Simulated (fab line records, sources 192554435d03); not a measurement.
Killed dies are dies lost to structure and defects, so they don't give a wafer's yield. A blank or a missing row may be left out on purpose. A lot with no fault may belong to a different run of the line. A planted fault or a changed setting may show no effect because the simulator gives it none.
Which of the tools did it? -- flow n5 finfet -- 36 wafers from 12 lots sampled at 4 of the route's 1938 steps

== WHAT THE GAUGES SHOWED, per wafer ==
N5_BEOL_M3_INSPECT_13: inspects for defects (brightfield).
lot,measured,on,raw defect count
L075,day 7 02:01,defect inspect-01,490 466 424
L077,day 7 12:06,defect inspect-02,390 326 411
L079,day 8 01:21,defect inspect-01,284 272 359
L081,day 8 18:13,defect inspect-01,345 271 392
L083,day 9 22:29,defect inspect-02,446 852 627
L085,day 10 03:20,defect inspect-01,474 520 545
L088,day 10 09:17,defect inspect-01,488 470 466
L089,day 10 19:56,defect inspect-01,382 643 397
L091,day 11 03:52,defect inspect-02,530 585 595
L094,day 12 00:02,defect inspect-02,353 309 368
L095,day 12 16:49,defect inspect-02,382 354 463
L097,day 12 19:56,defect inspect-02,469 476 344

== EACH LOT AND THE TOOL THAT RAN IT (in order: tool; ch and the chambers of the sampled wafers; start) ==
lot,N5_BEOL_M2_SURFACE_TREAT_85,N5_BEOL_M2_ANNEAL_80,N5_BEOL_M2_SPUTTER_94
L075,"pvd sputter-01, day 6 21:50","pvd sputter-01, day 6 22:39","pvd sputter-01, day 6 23:53"
L077,"pvd sputter-03, day 7 07:45","pvd sputter-03, day 7 08:48","pvd sputter-03, day 7 10:02"
L079,"pvd sputter-03, day 7 20:10","pvd sputter-03, day 7 20:41","pvd sputter-03, day 7 22:50"
L081,"pvd sputter-02, day 8 14:02","pvd sputter-02, day 8 14:44","pvd sputter-02, day 8 15:59"
L083,"pvd sputter-01, day 9 16:30","pvd sputter-01, day 9 18:42","pvd sputter-01, day 9 19:56"
L085,"pvd sputter-01, day 9 22:46","pvd sputter-01, day 9 23:17","pvd sputter-01, day 10 00:32"
L088,"pvd sputter-02, day 10 03:13","pvd sputter-02, day 10 05:30","pvd sputter-02, day 10 06:44"
L089,"pvd sputter-02, day 10 13:38","pvd sputter-01, day 10 14:21","pvd sputter-01, day 10 15:35"
L091,"pvd sputter-02, day 10 20:28","pvd sputter-01, day 10 21:04","pvd sputter-01, day 10 22:18"
L094,"pvd sputter-03, day 11 18:47","pvd sputter-03, day 11 19:37","pvd sputter-03, day 11 20:51"
L095,"pvd sputter-02, day 12 12:07","pvd sputter-03, day 12 12:43","pvd sputter-03, day 12 13:57"
L097,"pvd sputter-01, day 12 15:20","pvd sputter-02, day 12 16:03","pvd sputter-02, day 12 17:17"
- N5_BEOL_M2_SURFACE_TREAT_85
- N5_BEOL_M2_ANNEAL_80: time 240 s.
- N5_BEOL_M2_SPUTTER_94: material Cu, target thk 4.5 nm, time 8.29 s.

== THE ANSWER, worked out from the rows above alone ==
Rule: the lots themselves supply what counts as usual. The widest of any qualifying gaps counts: lots, ordered by their means at a reading, are off when they make up no more than a third of the lots, leave a main group of 4 or more, and stand apart from it by 3 or more times the standard deviation of that group's means. A main group is skipped when, at the precision printed for the reading in the tables above, its means are all equal. Also off: a lot with no number at a reading for which 4 or more lots have one. All remaining lots with rows at the step are treated as sound.
Across all readings shown, no lot is off: no conclusion can be drawn from this.

== WHAT THE SIMULATOR PUT IN ==
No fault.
